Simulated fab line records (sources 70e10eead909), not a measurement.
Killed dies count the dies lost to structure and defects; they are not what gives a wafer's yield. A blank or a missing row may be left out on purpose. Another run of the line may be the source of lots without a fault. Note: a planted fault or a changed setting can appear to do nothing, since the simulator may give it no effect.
Chamber matching -- flow nand harc -- NHARC_A_BLC_DESCUM_15 on rie diel-03: 4 sister chambers
The step chemistry O2, time 3 s. 16 wafers are shown with their chamber, then 8 later ones without.

WAFERS WITH THEIR CHAMBER
wafer,chamber,drypump motor current A (A),oes product au (a.u.),rf vpp V (V)
L378.2,3,5.2,0.976,56.6
L378.4,2,6.8,1.006,56.2
L378.5,0,4.8,0.999,57.4
L379.1,0,4.8,0.997,57.4
L379.2,2,6.9,1.014,58.0
L379.5,1,5.3,1.015,58.9
L384.2,2,6.8,1.000,58.6
L384.3,0,4.8,0.998,58.0
L384.5,2,6.8,1.004,58.1
L388.1,0,4.8,1.014,56.8
L388.2,1,5.3,1.005,58.3
L388.6,2,6.8,1.006,56.0
L387.1,0,4.8,1.006,59.1
L387.2,1,5.3,1.000,59.4
L387.3,2,6.8,1.017,56.5
L390.3,2,6.8,1.008,57.7

SIGNATURES (means of the wafers above)
reading,chamber 0,chamber 1,chamber 2,chamber 3,scatter within a chamber
drypump motor current A,4.800,5.300,6.814,5.200,0.0267
oes product au,1.00280,1.00667,1.00786,0.97600,0.00664
rf vpp V,57.740,58.867,57.300,56.600,0.92
Rule: distance of a wafer from a chamber = root of the sum over the readings of ((wafer's reading minus chamber's mean) / reading's scatter) squared. The wafer belongs to the nearest chamber; if the next one is less than 2 further off, it can't be placed. How the scatter is found: for the shown wafers, subtract from each reading the mean of its chamber, square and add these, divide the total by (wafers less chambers), then take the root.

WAFERS WHOSE CHAMBER IS MISSING
wafer,drypump motor current A (A),oes product au (a.u.),rf vpp V (V)
L390.4,5.3,1.000,58.4
L390.5,5.3,1.005,59.1
L389.1,5.3,1.002,58.7
L389.3,4.8,0.994,58.9
L389.6,6.8,1.019,58.0
L392.1,6.9,1.013,56.6
L392.2,4.9,0.983,56.5
L392.5,6.9,1.010,58.5

WHICH CHAMBER EACH WENT THROUGH
wafer,from the rows above,in truth
L390.4,1,1
L390.5,1,1
L389.1,1,1
L389.3,0,0
L389.6,2,2
L392.1,2,2
L392.2,0,0
L392.5,2,2
Correct placement for 8 of the 8. Not placeable from these rows: 0. Placed wrongly: 0.
